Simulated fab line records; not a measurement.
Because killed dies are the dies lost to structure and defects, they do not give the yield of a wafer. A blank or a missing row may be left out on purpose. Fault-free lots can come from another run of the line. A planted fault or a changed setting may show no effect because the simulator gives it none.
Matching of chambers    flow nand harc    rie diel-08 running NHARC_A_M1_DESCUM_14: 4 sister chambers
The step chemistry O2, time 3 s. 16 wafers are shown with their chamber, then 8 later ones without.

## WAFERS WITH THEIR CHAMBER
wafer   chamber  showerhead plenum p Torr (Torr)  drypump motor current A (A)  rf vpp V (V)
L076.1  2        1.78                             6.2                          57.5
L076.2  3        2.04                             5.5                          58.5
L076.6  3        2.04                             5.5                          59.2
L076.3  1        1.88                             5.6                          58.4
L076.4  0        1.96                             6.1                          58.6
L076.5  0        1.95                             6.1                          57.6
L084.3  0        1.95                             6.1                          57.3
L084.4  3        2.04                             5.4                          57.1
L084.5  2        1.78                             6.2                          56.9
L091.1  0        1.95                             6.1                          57.7
L091.2  2        1.78                             6.2                          56.1
L091.6  3        2.04                             5.5                          59.0
L090.2  1        1.87                             5.6                          55.5
L090.4  2        1.78                             6.2                          57.9
L090.6  1        1.88                             5.6                          57.4
L093.2  1        1.88                             5.6                          57.1

SIGNATURES, as means of the wafers listed above
reading                   chamber 0  chamber 1  chamber 2  chamber 3  scatter within a chamber
showerhead plenum p Torr  1.9525     1.8775     1.7800     2.0400     0.00354
drypump motor current A   6.100      5.600      6.200      5.475      0.025
rf vpp V                  57.800     57.100     57.100     58.450     0.904
Rule: a wafer's distance from a chamber is the root of the sum, over the readings, of the square of ((its reading less the chamber's mean) divided by the reading's scatter). The wafer belongs to the nearest chamber; if the next one is less than 2 further off, it can't be placed. The scatter is the square root of a quotient: the sum, over the shown wafers, of each reading's squared deviation from its chamber's mean, divided by wafers minus chambers.

## WAFERS WHOSE CHAMBER IS MISSING
wafer   showerhead plenum p Torr (Torr)  drypump motor current A (A)  rf vpp V (V)
L093.4  1.78                             6.2                          56.9
L093.6  1.88                             5.6                          58.0
L093.1  2.04                             5.4                          57.3
L093.3  1.95                             6.1                          58.0
L093.5  1.78                             6.1                          56.8
L097.1  1.95                             6.1                          57.1
L097.2  2.04                             5.4                          57.4
L097.5  1.87                             5.6                          58.1

## WHICH CHAMBER EACH WENT THROUGH
wafer   from the rows above  in truth
L093.4  2                    2
L093.6  1                    1
L093.1  3                    3
L093.3  0                    0
L093.5  2                    2
L097.1  0                    0
L097.2  3                    3
L097.5  1                    1
Correct placement for 8 of the 8. Can't be placed from these rows: 0. 0 placed wrongly.
